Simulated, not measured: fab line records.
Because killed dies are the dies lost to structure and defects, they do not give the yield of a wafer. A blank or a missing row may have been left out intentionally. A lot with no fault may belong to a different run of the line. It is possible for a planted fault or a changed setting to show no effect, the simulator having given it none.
fab line records | flow n5Finfet
[record] lots = 6 | wafers = 18 | lastDay = 17
route steps=1938 shown BEOL_M12@1647 BEOL_M13@1659 PASSIVATION@1936
lots untouched by any fault: they come from a run of this same line in which no faults occurred
startH: hours from the record's opening day to when the first of the lot's shown wafers began | waitH: hours from the lot's prior step to this one | " same as the row above | L1.1+2: one row covering several wafers at once | - value missing, or start not given | * or withheld: withheld | < > ~ a bound
route shown NAME@n: names a module that has steps shown in the file, with the first one's number in the route | usual: mean/standard deviation of fault-free wafers | same: alike in all rows | chamber/n: place in a boat | sites: each site's reading | _std_site: the values' standard deviation | _edge_site: inner sites' mean taken away from outer sites' mean | radiusMm: for every site, how far away it sits from the centre of the wafer | mask NAME#n: copy n | behind: tool/chamber where the wafer was last shaped | hold: what put the lot on hold/how long, in hours/how the hold closed | device: whichever transistor did not switch (one of n, p or np) | end of line: the tests these same wafers got at the end of their route | a step given without rows: its recipe and nothing more | killed: at the first sort, the dies lost to defects and structure; wafer yield is something else | map: dies across one wafer; x = killed, . = not, _ = none there
set.NAME: the setting as run; set.NAME@STEP: as run at that earlier step | model.NAME: the simulator's own value behind a step, which no gauge read
lots at selected steps of the route; one table per step, one row per wafer
services: when a tool's chamber went out of use (startH, in hours from the record's first day, below 0 if earlier), for how many hours, and the reason
[[steps]]
[step N5_BEOL_M12_PRE_CLEAN_42]
[recipe] gas = H2/He | timeS = 30 | tempC = 250
[step N5_BEOL_M12_SPUTTER_43]
[recipe] material = TaN | targetThkA = 150 | tempC = 50 | biasV = 168.6 | powerW = 15000 | chamberPressurePa = 0.12 | timeS = 24.19
[usual] throttleValvePct = 30.1/0.78
lot.wafer | tool          | chamber | startH | waitH | throttleValvePct
L409.1    | pvdSputter-02 | -       | 262.44 | 0.0   | 30.6
L409.2    | "             | -       | "      | "     | 29.8
L409.4    | "             | -       | "      | "     | 29.6
L412.2    | pvdSputter-03 | -       | 271.03 | 0.0   | 29.7
L412.3    | "             | -       | "      | "     | 30.7
L412.6    | "             | -       | "      | "     | 31.2
L414.3    | pvdSputter-01 | -       | 298.34 | 0.0   | 30.2
L414.4    | "             | -       | "      | "     | 28.0
L414.6    | "             | -       | "      | "     | 29.7
L415.1    | pvdSputter-02 | -       | 304.47 | 0.0   | 30.7
L415.3    | "             | -       | "      | "     | 29.7
L415.4    | "             | -       | "      | "     | 29.0
L419.1    | pvdSputter-03 | -       | 333.85 | 0.0   | 30.7
L419.2    | "             | -       | "      | "     | 30.0
L419.4    | "             | -       | "      | "     | 31.0
L426.1    | pvdSputter-03 | -       | 376.10 | 0.0   | 30.4
L426.5    | "             | -       | "      | "     | 30.9
L426.6    | "             | -       | "      | "     | 30.0
[step N5_BEOL_M12_SPUTTER_44]
[recipe] material = Ta | targetThkA = 100 | tempC = 50 | biasV = 80 | powerW = 15000 | chamberPressurePa = 0.07 | timeS = 16.13
[usual] throttleValvePct = 30.1/0.79
lot.wafer | tool          | chamber | startH | waitH | throttleValvePct
L409.1    | pvdSputter-02 | -       | 262.52 | 0.0   | 30.9
L409.2    | "             | -       | "      | "     | 29.7
L409.4    | "             | -       | "      | "     | 29.6
L412.2    | pvdSputter-03 | -       | 271.11 | 0.0   | 30.1
L412.3    | "             | -       | "      | "     | 30.9
L412.6    | "             | -       | "      | "     | 30.8
L414.3    | pvdSputter-01 | -       | 298.42 | 0.0   | 30.1
L414.4    | "             | -       | "      | "     | 28.0
L414.6    | "             | -       | "      | "     | 29.7
L415.1    | pvdSputter-02 | -       | 304.55 | 0.0   | 30.9
L415.3    | "             | -       | "      | "     | 29.8
L415.4    | "             | -       | "      | "     | 28.9
L419.1    | pvdSputter-03 | -       | 333.93 | 0.0   | 30.7
L419.2    | "             | -       | "      | "     | 30.0
L419.4    | "             | -       | "      | "     | 30.7
L426.1    | pvdSputter-03 | -       | 376.18 | 0.0   | 30.6
L426.5    | "             | -       | "      | "     | 31.0
L426.6    | "             | -       | "      | "     | 30.1
[step N5_BEOL_M12_SPUTTER_45]
[recipe] material = Cu | targetThkA = 800 | tempC = -20 | biasV = 60 | powerW = 26000 | chamberPressurePa = 0.13 | timeS = 13.33
[usual] chuckSensorTempC = -16.2/0.41 | throttleValvePct = 30.1/0.8
lot.wafer | tool          | chamber | startH | waitH | chuckSensorTempC | throttleValvePct
L409.1    | pvdSputter-02 | -       | 262.60 | 0.0   | -16.1            | 30.6
L409.2    | "             | -       | "      | "     | -17.0            | 29.8
L409.4    | "             | -       | "      | "     | -16.3            | 29.4
L412.2    | pvdSputter-03 | -       | 271.19 | 0.0   | -16.0            | 30.3
L412.3    | "             | -       | "      | "     | -15.7            | 30.7
L412.6    | "             | -       | "      | "     | -15.8            | 31.2
L414.3    | pvdSputter-01 | -       | 298.50 | 0.0   | -17.0            | 30.4
L414.4    | "             | -       | "      | "     | -16.2            | 28.3
L414.6    | "             | -       | "      | "     | -17.0            | 29.6
L415.1    | pvdSputter-02 | -       | 304.63 | 0.0   | -16.1            | 30.9
L415.3    | "             | -       | "      | "     | -16.9            | 29.7
L415.4    | "             | -       | "      | "     | -15.9            | 28.9
L419.1    | pvdSputter-03 | -       | 334.01 | 0.0   | -15.7            | 30.8
L419.2    | "             | -       | "      | "     | -16.2            | 30.1
L419.4    | "             | -       | "      | "     | -15.9            | 30.6
L426.1    | pvdSputter-03 | -       | 376.26 | 0.0   | -15.8            | 30.7
L426.5    | "             | -       | "      | "     | -16.1            | 31.0
L426.6    | "             | -       | "      | "     | -16.2            | 30.2
[step N5_BEOL_M12_ECD_47]
[recipe] material = Cu | targetThkA = 7200
[step N5_BEOL_M12_ANNEAL_48]
[recipe] tempC = 225 | timeS = 90 | ambient = N2
[usual] wafer_temp_C_max = 226.3/0.54
lot.wafer | tool         | chamber | startH | waitH | wafer_temp_C_max
L409.1    | rtpAnneal-01 | 0       | 262.86 | 0.1   | 225.9
L409.2    | "            | 0       | "      | "     | 225.9
L409.4    | "            | 0       | "      | "     | 225.8
L412.2    | rtpAnneal-02 | 0       | 271.50 | 0.1   | 226.5
L412.3    | "            | 0       | "      | "     | 227.4
L412.6    | "            | 0       | "      | "     | 226.9
L414.3    | rtpAnneal-01 | 0       | 301.80 | 3.1   | 225.8
L414.4    | "            | 0       | "      | "     | 226.0
L414.6    | "            | 0       | "      | "     | 225.9
L415.1    | rtpAnneal-01 | 0       | 308.07 | 3.3   | 225.7
L415.3    | "            | 0       | "      | "     | 225.6
L415.4    | "            | 0       | "      | "     | 225.6
L419.1    | rtpAnneal-02 | 0       | 335.83 | 1.6   | 226.8
L419.2    | "            | 0       | "      | "     | 227.5
L419.4    | "            | 0       | "      | "     | 226.8
L426.1    | rtpAnneal-01 | 0       | 379.56 | 3.1   | 225.9
L426.5    | "            | 0       | "      | "     | 225.7
L426.6    | "            | 0       | "      | "     | 225.7
[step N5_BEOL_M12_CMP_49]
[recipe] stopOn = SiOC | tOverpolishS = 20.6 | downForcePsi = 1 | platenRpm = 50 | clearingPlatenDownForcePsi = 1.5 | clearingPlatenRpm = 50 | postCmpClean = cuAlkaline | targetThkNm = 320 | clearingPlatenPadVelocityMS = 0.99484 | padVelocityMS = 0.99484
[usual] barrierFieldEndpointS = 30.3/0.78 | clearingPlatenDownForcePsi = 1.5002/0.0027 | motorCurrentA = 6.1/0.63 | overpolishRunS = 20.600/0.0092
[same] tOverpolishS = 20.6
lot.wafer | tool   | chamber | startH | waitH | barrierFieldEndpointS | clearingPlatenDownForcePsi | motorCurrentA | overpolishRunS
L409.2    | cmp-04 | 1       | 263.16 | 0.2   | 29.0                  | 1.5035                     | 5.6           | 20.607
L409.4    | "      | 3       | "      | "     | 30.5                  | 1.5007                     | 7.0           | 20.598
L409.1    | "      | 0       | "      | "     | 30.2                  | 1.5020                     | 6.4           | 20.612
L412.2    | cmp-02 | 3       | 271.75 | 0.2   | 31.1                  | 1.5017                     | 5.5           | 20.583
L412.3    | "      | 2       | "      | "     | 30.9                  | 1.4984                     | 5.6           | 20.589
L412.6    | "      | 3       | "      | "     | 29.6                  | 1.4989                     | 5.4           | 20.592
L414.4    | cmp-04 | 2       | 302.08 | 0.2   | 29.2                  | 1.5001                     | 6.2           | 20.601
L414.3    | "      | 3       | "      | "     | 29.7                  | 1.4990                     | 6.9           | 20.600
L414.6    | "      | 1       | "      | "     | 29.6                  | 1.4978                     | 5.6           | 20.581
L415.1    | cmp-03 | 3       | 308.38 | 0.3   | 30.9                  | 1.5024                     | 7.0           | 20.621
L415.4    | "      | 1       | "      | "     | 29.4                  | 1.5015                     | 6.6           | 20.609
L415.3    | "      | 2       | "      | "     | 30.9                  | 1.4994                     | 6.1           | 20.587
L419.2    | cmp-04 | 3       | 336.14 | 0.2   | 31.7                  | 1.5008                     | 7.0           | 20.593
L419.1    | "      | 0       | "      | "     | 30.6                  | 1.5028                     | 6.5           | 20.596
L419.4    | "      | 2       | "      | "     | 31.1                  | 1.5022                     | 6.3           | 20.604
L426.1    | cmp-02 | 2       | 379.97 | 0.4   | 31.3                  | 1.5017                     | 5.3           | 20.593
L426.5    | "      | 3       | "      | "     | 31.5                  | 1.5061                     | 5.5           | 20.571
L426.6    | "      | 0       | "      | "     | 31.7                  | 1.5033                     | 5.7           | 20.591
[step N5_BEOL_M12_THK_MEAS_50]
[recipe] thkMeasGauge = xrf | reads = Cu_of_BEOL_M12_ECD_47
[usual] M12_THK = 325/7
lot.wafer | tool         | chamber | startH | waitH | M12_THK[nm]
L409.1    | filmMetro-01 | -       | 263.45 | -     | 326
L409.2    | "            | -       | "      | "     | 320
L409.4    | "            | -       | "      | "     | 327
L412.2    | filmMetro-02 | -       | 272.04 | -     | 333
L412.3    | "            | -       | "      | "     | 327
L412.6    | "            | -       | "      | "     | 332
L414.3    | filmMetro-01 | -       | 302.30 | -     | 325
L414.4    | "            | -       | "      | "     | 328
L414.6    | "            | -       | "      | "     | 327
L415.1    | filmMetro-01 | -       | 308.67 | -     | 324
L415.3    | "            | -       | "      | "     | 324
L415.4    | "            | -       | "      | "     | 322
L419.1    | filmMetro-02 | -       | 336.43 | -     | 338
L419.2    | "            | -       | "      | "     | 323
L419.4    | "            | -       | "      | "     | 338
L426.1    | filmMetro-02 | -       | 380.15 | -     | 316
L426.5    | "            | -       | "      | "     | 322
L426.6    | "            | -       | "      | "     | 330
[step N5_BEOL_M12_PRE_CLEAN_52]
[recipe] gas = NH3 | timeS = 15 | tempC = withheld | rfPowerW = 300
[step N5_BEOL_M12_DEP_53]
[recipe] material = SiCN | targetThkA = 300 | tempC = withheld | precursor = 3MS/NH3 | pressureTorr = 3 | rfW = 675 | timeS = 10.5
[step N5_BEOL_M12_RS_MEAS_54]
[recipe] thkMeasGauge = four-point-probe | reads = Cu_of_BEOL_M12_ECD_47+Ta_of_BEOL_M12_SPUTTER_44+TaN_of_BEOL_M12_SPUTTER_43
[usual] M12_RS = 0.0603/0.0013
lot.wafer | tool         | chamber | startH | waitH | M12_RS[ohm/sq]
L409.1    | filmMetro-01 | -       | 263.58 | 0.0   | 0.0599
L409.2    | "            | -       | "      | "     | 0.0614
L409.4    | "            | -       | "      | "     | 0.0601
L412.2    | filmMetro-01 | -       | 272.17 | 0.0   | 0.0595
L412.3    | "            | -       | "      | "     | 0.0604
L412.6    | "            | -       | "      | "     | 0.0594
L414.3    | filmMetro-01 | -       | 302.43 | 0.0   | 0.0606
L414.4    | "            | -       | "      | "     | 0.0599
L414.6    | "            | -       | "      | "     | 0.0599
L415.1    | filmMetro-01 | -       | 308.80 | 0.0   | 0.0609
L415.3    | "            | -       | "      | "     | 0.0611
L415.4    | "            | -       | "      | "     | 0.0613
L419.1    | filmMetro-02 | -       | 336.56 | 0.0   | 0.0581
L419.2    | "            | -       | "      | "     | 0.0606
L419.4    | "            | -       | "      | "     | 0.0582
L426.1    | filmMetro-01 | -       | 380.27 | 0.0   | 0.0623
L426.5    | "            | -       | "      | "     | 0.0611
L426.6    | "            | -       | "      | "     | 0.0595
[step N5_BEOL_M12_INSPECT_55]
[recipe] inspectInstrument = darkfield | mode = postDep
[usual] rawDefectCount = 76/26
lot.wafer | tool             | chamber | startH | waitH | rawDefectCount
L409.1    | defectInspect-02 | -       | 263.60 | 0.0   | 84
L409.2    | "                | -       | "      | "     | 102
L409.4    | "                | -       | "      | "     | 66
L412.2    | defectInspect-01 | -       | 272.20 | 0.0   | 40
L412.3    | "                | -       | "      | "     | 52
L412.6    | "                | -       | "      | "     | 72
L414.3    | defectInspect-02 | -       | 302.45 | 0.0   | 80
L414.4    | "                | -       | "      | "     | 107
L414.6    | "                | -       | "      | "     | 65
L415.1    | defectInspect-01 | -       | 308.82 | 0.0   | 32
L415.3    | "                | -       | "      | "     | 34
L415.4    | "                | -       | "      | "     | 28
L419.1    | defectInspect-01 | -       | 336.58 | 0.0   | 64
L419.2    | "                | -       | "      | "     | 36
L419.4    | "                | -       | "      | "     | 59
L426.1    | defectInspect-02 | -       | 380.30 | 0.0   | 110
L426.5    | "                | -       | "      | "     | 72
L426.6    | "                | -       | "      | "     | 96
[step N5_BEOL_M13_ILD_DEP_00]
[recipe] material = SiOC | targetThkA = 8379.2 | tempC = 350 | precursor = DEMS/O2 | pressureTorr = 5 | rfW = 500 | timeS = 166.4
[usual] heaterPowerOuterW = 234/28 | heaterPowerW = 445/48 | showerheadPlenumPTorr = 5.689/0.015 | susceptorTempC = 350.02/0.19 | throttleValvePct = 11.9/0.72
lot.wafer | tool     | chamber | startH | waitH | heaterPowerOuterW | heaterPowerW | showerheadPlenumPTorr | susceptorTempC | throttleValvePct
L409.1    | pecvd-04 | 1       | 263.64 | 0.0   | 218               | 429          | 5.674                 | 349.50         | 11.2
L409.2    | "        | 0       | "      | "     | 204               | 440          | 5.710                 | 349.82         | 11.9
L409.4    | "        | 0       | "      | "     | 242               | 499          | 5.696                 | 349.91         | 12.0
L412.2    | pecvd-04 | 1       | 272.23 | 0.0   | 254               | 480          | 5.674                 | 350.16         | 11.2
L412.3    | "        | 2       | "      | "     | 227               | 385          | 5.682                 | 350.21         | 10.9
L412.6    | "        | 1       | "      | "     | 261               | 490          | 5.670                 | 350.19         | 11.5
L414.3    | pecvd-04 | 0       | 302.49 | 0.0   | 242               | 500          | 5.708                 | 354.47         | 11.7
L414.4    | "        | 2       | "      | "     | 273               | 461          | 5.668                 | 354.30         | 10.9
L414.6    | "        | 0       | "      | "     | 274               | 551          | 5.717                 | 354.27         | 11.9
L415.1    | pecvd-04 | 2       | 308.86 | 0.0   | 271               | 443          | 5.672                 | 354.43         | 11.2
L415.3    | "        | 1       | "      | "     | 257               | 489          | 5.674                 | 354.30         | 11.2
L415.4    | "        | 1       | "      | "     | 272               | 500          | 5.677                 | 354.69         | 11.3
L419.1    | pecvd-02 | 0       | 336.62 | 0.0   | 179               | 345          | 5.699                 | 349.99         | 13.0
L419.2    | "        | 2       | "      | "     | 254               | 487          | 5.673                 | 350.02         | 12.4
L419.4    | "        | 2       | "      | "     | 260               | 524          | 5.690                 | 349.78         | 12.1
L426.1    | pecvd-01 | 0       | 380.34 | 0.0   | 209               | 416          | 5.696                 | 349.95         | 12.0
L426.5    | "        | 0       | "      | "     | 231               | 451          | 5.696                 | 350.20         | 12.0
L426.6    | "        | 1       | "      | "     | 265               | 454          | 5.685                 | 349.65         | 13.5
[step N5_BEOL_M13_THK_MEAS_01]
[recipe] reads = SiOC_of_BEOL_M13_ILD_DEP_00
[usual] M13_ILD_THK = 838/10
lot.wafer | tool         | chamber | startH | waitH | M13_ILD_THK[nm]
L409.1    | filmMetro-02 | -       | 263.79 | 0.1   | 823
L409.2    | "            | -       | "      | "     | 836
L409.4    | "            | -       | "      | "     | 844
L412.2    | filmMetro-01 | -       | 272.38 | 0.1   | 832
L412.3    | "            | -       | "      | "     | 831
L412.6    | "            | -       | "      | "     | 847
L414.3    | filmMetro-02 | -       | 302.64 | 0.1   | 811
L414.4    | "            | -       | "      | "     | 839
L414.6    | "            | -       | "      | "     | 822
L415.1    | filmMetro-02 | -       | 309.01 | 0.1   | 817
L415.3    | "            | -       | "      | "     | 815
L415.4    | "            | -       | "      | "     | 831
L419.1    | filmMetro-01 | -       | 336.77 | 0.1   | 822
L419.2    | "            | -       | "      | "     | 826
L419.4    | "            | -       | "      | "     | 836
L426.1    | filmMetro-02 | -       | 380.49 | 0.1   | 846
L426.5    | "            | -       | "      | "     | 858
L426.6    | "            | -       | "      | "     | 843
[step N5_PASSIVATION_PROBE_49]
[usual] defectLimitedYield = 91.4/1.4 | killed_at_M0_to_M3 = 33/11 | killed_at_M4_up = 13/5.3 | killedAtContacts = 13/6.1 | killedAtFrontEnd = 40/11 | killedAtOther = 2.9/2.7 | killedDies = 102/17 | killedOpen = 68/13 | killedShort = 32/7.5 | sort_bin_5_function = 5.1/0.98 | sort_bin_6_memory = 3.2/0.69 | sortNPass = 1077/21 | sortYieldPct = 91.3/1.7
[same] grossDies = 1180 | killedAtBackSide = 0 | sort_bin_4_leakage[%] = 0 | sort_bin_8_speed[%] = 0
lot.wafer | tool      | chamber | startH | waitH | defectLimitedYield[%] | killed_at_M0_to_M3 | killed_at_M4_up | killedAtContacts | killedAtFrontEnd | killedAtOther | killedDies | killedOpen | killedShort | sort_bin_5_function[%] | sort_bin_6_memory[%] | sortNPass | sortYieldPct[%]
L409.1    | prober-01 | -       | 305.52 | 0.0   | 92.5                  | 31                 | 13              | 14               | 29               | 1             | 88         | 56         | 32          | 4.2                    | 2.9                  | 1092      | 92.5
L409.2    | prober-01 | -       | 305.57 | 0.1   | 91.9                  | 32                 | 6               | 18               | 31               | 9             | 96         | 66         | 28          | 4.3                    | 3.6                  | 1084      | 91.9
L409.4    | prober-01 | -       | 305.67 | 0.2   | 90.8                  | 35                 | 13              | 19               | 39               | 3             | 109        | 77         | 28          | 5.5                    | 2.9                  | 1071      | 90.8
L412.2    | prober-02 | -       | 316.22 | 0.1   | 88.2                  | 32                 | 14              | 18               | 73               | 2             | 139        | 101        | 37          | 7.2                    | 4.3                  | 1041      | 88.2
L412.3    | prober-02 | -       | 316.27 | 0.1   | 91.0                  | 25                 | 12              | 10               | 51               | 8             | 106        | 68         | 37          | 5.5                    | 3.1                  | 1074      | 91.0
L412.6    | prober-02 | -       | 316.42 | 0.3   | 89.0                  | 55                 | 6               | 12               | 55               | 2             | 130        | 97         | 33          | 6.8                    | 4.2                  | 1050      | 89.0
// killed by level:class
L409.1 MOL_CONTACT_COAG:geometricParticle:open=11 FIN_SAQP:geometricParticle:open=10 BEOL_M3:geometricParticle:open=9 FIN_SAQP:geometricParticle:short=6 BEOL_M1:geometricParticle:open=5 STARTING-WAFER:geometricParticle:short=4 BEOL_M4:geometricParticle:open=4 ILD0:geometricParticle:open=3
L409.2 MOL_CONTACT_COAG:geometricParticle:open=18 BEOL_M3:geometricParticle:open=11 FIN_SAQP:geometricParticle:open=8 MIM_TOP:geometricParticle:short=5 FIN_SAQP:geometricParticle:short=4 STI_FIN_REVEAL:geometricParticle:open=4 BEOL_M0_SAQP:geometricParticle:short=4 BEOL_M0:geometricParticle:open=4
L409.4 FIN_SAQP:geometricParticle:open=20 MOL_CONTACT_COAG:geometricParticle:open=16 BEOL_M1:geometricParticle:open=9 FIN_SAQP:geometricParticle:short=8 BEOL_M2:geometricParticle:open=7 BEOL_M3:geometricParticle:open=5 BEOL_M4:geometricParticle:open=5 BEOL_M0:geometricParticle:short=4
L412.2 FIN_SAQP:geometricParticle:open=27 STI_FIN_REVEAL:geometricParticle:open=17 MOL_CONTACT_COAG:geometricParticle:open=15 FIN_SAQP:geometricParticle:short=10 BEOL_M2:geometricParticle:open=9 BEOL_M3:geometricParticle:open=7 DUMMY_GATE:geometricParticle:open=5 BEOL_M0_SAQP:geometricParticle:short=5
L412.3 FIN_SAQP:geometricParticle:open=22 BEOL_M0_SAQP:geometricParticle:open=9 STI_FIN_REVEAL:geometricParticle:open=7 FIN_SAQP:geometricParticle:short=6 BEOL_M0_SAQP:geometricParticle:short=6 MOL_CONTACT_COAG:geometricParticle:open=5 MOL_CONTACT_COAG:geometricParticle:short=5 BEOL_M4:geometricParticle:short=4
L412.6 STI_FIN_REVEAL:geometricParticle:open=18 BEOL_M2:geometricParticle:open=16 BEOL_M0_SAQP:geometricParticle:open=14 MOL_CONTACT_COAG:geometricParticle:open=11 GATE_CUT:geometricParticle:short=7 BEOL_M2:geometricParticle:short=7 BEOL_M3:geometricParticle:open=7 FIN_SAQP:geometricParticle:open=6
[[services]]
tool          | chamber | startH | hours | kind
cmp-03        | -       | 238.57 | 4.0   | pm
cmp-03        | -       | 242.57 | -     | consumableReplace:conditioner
cmp-03        | -       | 242.57 | -     | consumableReplace:pad
cmp-02        | -       | 245.11 | 0.5   | repair
pecvd-02      | -       | 246.63 | 2.5   | repair
cmp-02        | -       | 258.02 | 6.3   | pm
cmp-02        | -       | 272.79 | 0.7   | repair
rtpAnneal-02  | -       | 276.12 | 56.7  | pm
pecvd-04      | 2       | 294.41 | 2.1   | scheduledDown
cmp-02        | -       | 314.61 | 3.1   | repair
pecvd-02      | 1       | 315.25 | 3.4   | repair
cmp-02        | -       | 326.60 | 5.2   | pm
pecvd-02      | -       | 328.67 | 1.5   | repair
cmp-04        | -       | 339.24 | 4.0   | pm
pecvd-04      | -       | 343.24 | 1.7   | repair
cmp-04        | -       | 343.24 | -     | consumableReplace:conditioner
cmp-04        | -       | 343.24 | -     | consumableReplace:pad
rtpAnneal-02  | -       | 354.59 | 31.2  | repair
cmp-02        | -       | 357.46 | 8.7   | repair
pvdSputter-02 | -       | 357.48 | 4.6   | repair
pecvd-02      | 0       | 359.75 | 7.6   | repair
cmp-02        | -       | 370.05 | 4.0   | pm
cmp-02        | -       | 374.05 | -     | consumableReplace:conditioner
cmp-02        | -       | 374.05 | -     | consumableReplace:pad
[[key]]
[firstSign] step = N5_BEOL_M13_ILD_DEP_00 | reading = susceptorTempC | direction = up | sigmas = 23 | usual = * | struck = *
[effect] step = N5_BEOL_M13_THK_MEAS_01 | reading = M13_ILD_THK | direction = down | sigmas = 1.5 | usual = 838 | struck = 822
metAt N5_BEOL_M13_ILD_DEP_00
struckWafers L414.3,L414.4,L414.6,L415.1,L415.3,L415.4
onsetBetween 272.23 302.49
[fault] kind = processParameterDrift | tool = pecvd-04 | chamber = - | onsetH = 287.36 | steps = N5_BEOL_M13_ILD_DEP_00 | channel = tempC | offset = * | shape = step | endH = 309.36 | actsIn = * | stated = *
